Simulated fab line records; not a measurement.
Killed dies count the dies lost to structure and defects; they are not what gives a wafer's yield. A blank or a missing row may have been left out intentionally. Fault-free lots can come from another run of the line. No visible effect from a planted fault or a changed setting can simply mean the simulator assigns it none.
Matching of chambers -- flow n5_finfet -- N5_BEOL_M13_DESCUM_33 on rie_diel-01 has 4 sister chambers
The step chemistry O2, time 7.9 s. 14 wafers are shown with their chamber, then 7 later ones without.

== WAFERS PAIRED WITH THEIR CHAMBERS ==
wafer,chamber,drypump_motor_current_A (A),showerhead_plenum_p_Torr (Torr),throttle_valve_pct (%)
L074.1,0,5.0,2.18,20.75
L074.3,1,5.2,2.14,20.31
L074.5,3,4.7,2.08,20.89
L079.1,3,4.7,2.08,20.90
L079.2,1,5.2,2.13,20.32
L079.6,2,5.6,2.09,20.75
L080.2,0,5.0,2.17,20.76
L080.3,2,5.6,2.09,20.76
L080.4,3,4.8,2.08,20.91
L083.1,2,5.6,2.09,20.76
L083.2,0,5.0,2.17,20.76
L083.4,2,5.6,2.09,20.76
L088.2,3,4.7,2.07,20.52
L088.3,0,5.0,2.16,20.80

SIGNATURES (means of the wafers above)
reading,chamber 0,chamber 1,chamber 2,chamber 3,scatter within a chamber
drypump_motor_current_A,5.000,5.200,5.600,4.725,0.0274
showerhead_plenum_p_Torr,2.1700,2.1350,2.0900,2.0775,0.0057
throttle_valve_pct,20.7675,20.3150,20.7575,20.8050,0.105
Rule: a wafer's distance from a chamber is the root of the sum, over the readings, of the square of ((its reading less the chamber's mean) divided by the reading's scatter). The wafer belongs to the nearest chamber; if the next one is less than 2 further off, it can't be placed. The scatter: take each reading less its chamber's mean, square it, sum over the shown wafers, divide by the number of wafers less the number of chambers, and take the root.

== WAFERS MISSING THEIR CHAMBER ==
wafer,drypump_motor_current_A (A),showerhead_plenum_p_Torr (Torr),throttle_valve_pct (%)
L088.5,5.2,2.13,20.09
L090.1,5.5,2.08,20.80
L090.3,5.2,2.12,20.08
L090.6,4.7,2.07,20.51
L091.1,5.2,2.12,20.10
L091.2,5.0,2.16,20.82
L091.3,5.5,2.08,20.79

== EACH ONE'S CHAMBER ==
wafer,from the rows above,in truth
L088.5,1,1
L090.1,2,2
L090.3,1,1
L090.6,3,3
L091.1,1,1
L091.2,0,0
L091.3,2,2
Correctly placed: 7 of 7. Number that these rows cannot place: 0. 0 placed wrongly.
